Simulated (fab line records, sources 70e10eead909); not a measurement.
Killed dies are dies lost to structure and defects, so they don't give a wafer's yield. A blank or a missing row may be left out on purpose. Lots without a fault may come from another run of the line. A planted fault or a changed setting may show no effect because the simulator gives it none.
Chamber matching | flow nand_harc | NHARC_A_STAIRCASE_DESCUM_11 on rie_diel-08: 4 sister chambers
The step chemistry O2, time 3 s. 8 wafers are shown with their chamber, then 9 later ones without.

WAFERS WITH THEIR CHAMBER
wafer  | chamber | drypump_motor_current_A (A) | showerhead_plenum_p_Torr (Torr)
L085.2 | 0       | 4.9                         | 1.76
L085.3 | 3       | 6.3                         | 1.78
L085.6 | 1       | 6.2                         | 1.92
L086.1 | 0       | 4.9                         | 1.76
L086.4 | 3       | 6.2                         | 1.78
L089.3 | 2       | 5.4                         | 1.84
L089.5 | 1       | 6.1                         | 1.91
L089.6 | 2       | 5.4                         | 1.84

WAFERS WITHOUT THEIR CHAMBER
wafer  | drypump_motor_current_A (A) | showerhead_plenum_p_Torr (Torr)
L088.1 | 5.4                         | 1.84
L088.3 | 4.9                         | 1.76
L088.5 | 5.4                         | 1.84
L092.4 | 4.9                         | 1.76
L092.5 | 5.4                         | 1.84
L092.6 | 6.2                         | 1.77
L094.1 | 5.4                         | 1.84
L094.4 | 6.2                         | 1.91
L094.5 | 5.4                         | 1.84

WHICH CHAMBER EACH WENT THROUGH
wafer  | from the rows above | in truth
L088.1 | 2                   | 2
L088.3 | 0                   | 0
L088.5 | 2                   | 2
L092.4 | 0                   | 0
L092.5 | 2                   | 2
L092.6 | 3                   | 3
L094.1 | 2                   | 2
L094.4 | 1                   | 1
L094.5 | 2                   | 2
Placed correctly: 9 of 9. Can't be placed from these rows: 0. Placed wrongly: 0.
How it was worked out, from the rows above alone: a wafer's distance from a chamber is the root of the sum, over the readings, of the square of ((its reading less the chamber's mean) divided by the reading's scatter). The wafer belongs to the nearest chamber; if the next one is less than 2 further off, it can't be placed. A chamber's mean is the mean of its shown wafers. The scatter: the root of (the sum of the squares of (reading less its chamber's mean) over the shown wafers, divided by (wafers less chambers)).
